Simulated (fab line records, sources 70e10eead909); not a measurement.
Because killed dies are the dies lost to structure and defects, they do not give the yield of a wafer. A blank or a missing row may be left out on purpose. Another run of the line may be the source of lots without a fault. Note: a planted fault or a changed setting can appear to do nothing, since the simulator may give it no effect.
What tool caused it? -- flow nand-harc -- Sampling: 13 lots, 39 wafers, 5 of 1302 route steps

== WHAT EACH GAUGE READ, for each wafer ==
NHARC_P_ZERO_WELL_INSPECT_43.
lot,measured,on,raw-defect-count
L691,day 2 03:31,defect-inspect-01,13 6 6
L692,day 2 13:44,defect-inspect-01,17 5 13
L693,day 3 00:40,defect-inspect-01,15 15 20
L694,day 3 09:59,defect-inspect-01,8 15 11
L696,day 4 05:28,defect-inspect-02,15 9 11
L697,day 4 15:34,defect-inspect-02,15 18 16
L700,day 5 21:37,defect-inspect-02,18 12 18
L701,day 6 07:41,defect-inspect-01,7 23 10
L702,day 6 17:42,defect-inspect-01,6 7 8
L704,day 7 13:44,defect-inspect-02,19 21 13
L707,day 8 19:44,defect-inspect-02,8 12 2
L713,day 11 07:44,defect-inspect-02,20 15 23
L714,day 11 18:29,defect-inspect-02,13 13 19

NHARC_P_STI_OCD_MEAS_17.
lot,measured,on,trench-depth-nm (nm),trench-foot-cd-nm (nm)
L691,day 2 22:31,ocd-02,296.4 300.5 301.1,158.3 156.2 156.9
L692,day 3 06:10,ocd-02,296.6 297.3 302.2,160.2 159.0 158.0
L693,day 3 18:28,ocd-02,299.7 306.0 300.9,159.6 156.6 156.0
L694,day 4 02:27,ocd-02,300.9 299.6 298.2,162.8 159.7 158.2
L696,day 4 22:19,ocd-02,303.1 303.0 303.1,156.1 158.8 160.3
L697,day 5 07:29,ocd-01,304.9 305.9 308.4,159.4 153.9 154.9
L700,day 6 14:26,ocd-02,300.0 298.9 302.2,154.4 157.5 155.6
L701,day 7 03:01,ocd-01,304.9 305.9 305.5,156.4 152.4 157.4
L702,day 7 13:35,ocd-02,302.4 307.3 302.4,157.4 156.7 159.3
L704,day 8 05:20,ocd-02,302.2 297.4 296.3,159.5 158.2 158.5
L707,day 9 11:06,ocd-01,299.2 297.7 298.9,160.9 160.0 160.2
L713,day 11 23:45,ocd-01,302.5 298.1 304.4,157.9 158.6 160.0
L714,day 12 10:01,ocd-02,304.8 304.8 305.3,160.3 158.9 160.9

NHARC_P_GATE_CD_MEAS_11: target cd 1640 nm.
lot,measured,on,cd-nm (nm)
L691,day 4 12:50,cd-sem-03,1640.4 1640.6 1640.7
L692,day 4 18:14,cd-sem-02,1640.7 1641.4 1641.7
L693,day 5 07:46,cd-sem-02,1639.2 1639.3 1639.0
L694,day 5 13:00,cd-sem-02,1641.2 1642.5 1641.3
L696,day 6 12:36,cd-sem-03,1638.5 1637.7 1640.0
L697,day 6 19:49,cd-sem-03,1639.7 1639.6 1640.1
L700,day 8 04:53,cd-sem-03,1640.5 1640.4 1639.4
L701,day 8 19:39,cd-sem-01,1638.9 1638.6 1640.9
L702,day 9 06:31,cd-sem-02,1640.2 1640.5 1640.5
L704,day 9 16:36,cd-sem-02,1638.2 1639.5 1637.4
L707,day 11 05:50,cd-sem-01,- - -
L713,day 13 10:28,cd-sem-01,1639.4 1639.9 1640.0
L714,day 13 21:33,cd-sem-03,1643.2 1641.3 1640.8

== WHAT TOOL EACH LOT RAN ON (gives the tool, then ch and the chambers of the sampled wafers, and finally the start) ==
lot,NHARC_P_ZERO_WELL_DESCUM_54,NHARC_P_GATE_EXPOSE_08
L691,"rie-diel-05 ch 0,1,2, day 2 01:50","krf-scanner-04 ch 0, day 4 12:41"
L692,"rie-diel-02 ch 0,2,3, day 2 12:04","krf-scanner-01 ch 0, day 4 18:05"
L693,"rie-diel-04 ch 0,2,3, day 2 22:17","krf-scanner-01 ch 0, day 5 07:36"
L694,"rie-diel-02 ch 0,2, day 3 08:20","krf-scanner-01 ch 0, day 5 12:51"
L696,"rie-diel-02 ch 0,1,3, day 4 03:49","krf-scanner-03 ch 0, day 6 12:26"
L697,"rie-diel-02 ch 0,2,3, day 4 13:55","krf-scanner-01 ch 0, day 6 19:40"
L700,"rie-diel-04 ch 0,1,2, day 5 19:59","krf-scanner-01 ch 0, day 8 04:44"
L701,"rie-diel-02 ch 0,2,3, day 6 06:04","krf-scanner-04 ch 0, day 8 19:30"
L702,"rie-diel-05 ch 1,3, day 6 16:03","krf-scanner-01 ch 0, day 9 06:21"
L704,"rie-diel-04 ch 0,2, day 7 12:05","krf-scanner-03 ch 0, day 9 16:26"
L707,"rie-diel-05 ch 0,1,2, day 8 18:04","krf-scanner-03 ch 0, day 11 05:41"
L713,"rie-diel-02 ch 1,2,3, day 11 05:59","krf-scanner-01 ch 0, day 13 10:19"
L714,"rie-diel-05 ch 0,1,2, day 11 16:45","krf-scanner-03 ch 0, day 13 21:23"
- NHARC_P_ZERO_WELL_DESCUM_54: chemistry O2, time 3 s.
- NHARC_P_GATE_EXPOSE_08: exposes mask P HV.

== WHAT THE TOOLS THEMSELVES READ (means of the sampled wafers that have a number; where no wafer has one, the mark that the record gives instead) ==
NHARC_P_ZERO_WELL_DESCUM_54.
lot,tool,drypump-motor-current-A (A),oes-product-au (a.u.),rf-vpp-V (V),showerhead-plenum-p-Torr (Torr),throttle-valve-pct (%)
L691,rie-diel-05,5.7,0.993,58.2,1.96,11.311
L692,rie-diel-02,5.5,0.999,57.8,1.89,11.316
L693,rie-diel-04,5.6,1.000,56.9,1.89,11.313
L694,rie-diel-02,5.3,1.000,56.7,1.91,11.319
L696,rie-diel-02,5.5,0.998,57.1,1.83,11.311
L697,rie-diel-02,5.5,0.993,57.3,1.89,11.306
L700,rie-diel-04,5.5,1.000,57.6,1.87,11.306
L701,rie-diel-02,5.5,1.004,57.6,1.88,11.318
L702,rie-diel-05,4.8,1.004,58.0,1.94,11.318
L704,rie-diel-04,5.4,1.012,57.3,1.85,11.312
L707,rie-diel-05,5.7,1.004,57.9,1.94,11.309
L713,rie-diel-02,5.7,0.996,57.3,1.85,11.299
L714,rie-diel-05,5.7,1.005,58.3,1.93,11.306

NHARC_P_GATE_EXPOSE_08.
lot,tool,focus-offset-nm (nm)
L691,krf-scanner-04,0.3
L692,krf-scanner-01,0.3
L693,krf-scanner-01,0.3
L694,krf-scanner-01,-0.1
L696,krf-scanner-03,0.0
L697,krf-scanner-01,0.1
L700,krf-scanner-01,0.2
L701,krf-scanner-04,0.4
L702,krf-scanner-01,-0.1
L704,krf-scanner-03,0.1
L707,krf-scanner-03,0.2
L713,krf-scanner-01,-0.1
L714,krf-scanner-03,0.2

== THE ANSWER, worked out from the rows above alone ==
Rule: usual is defined by the lots themselves. Put in order of their means at a reading, lots are off if they are a third of the lots or fewer, leave a main group of 4 or more, and stand apart from it by a gap of 3 or more times the standard deviation of the main group's means; of several such gaps the widest counts. If all means in a main group match to the digits the tables above print for the reading, that group is not used. Also off: a lot with no number at a reading for which 4 or more lots have one. Where the step has rows for the other lots, those lots are counted as sound. After the gauges, taken in route order, come the tools' own readings; for these a lot's mean is taken, as printed above. At the first step where some lot is off, the reading lying furthest off is the one used; lots without a number count as furthest.
Off at NHARC_P_GATE_CD_MEAS_11 (cd-nm): L707. Without a number there: L707. For the main group the mean is 1640.1 nm and the standard deviation 1.1.
A tool fits if, at a process step before that reading, it ran every lot that is off, and no sound lot after the first of them. The gauges at NHARC_P_GATE_CD_MEAS_11 are tried like those tools. None of those tried fits.

== WHAT HAD BEEN PUT IN BY THE SIMULATOR ==
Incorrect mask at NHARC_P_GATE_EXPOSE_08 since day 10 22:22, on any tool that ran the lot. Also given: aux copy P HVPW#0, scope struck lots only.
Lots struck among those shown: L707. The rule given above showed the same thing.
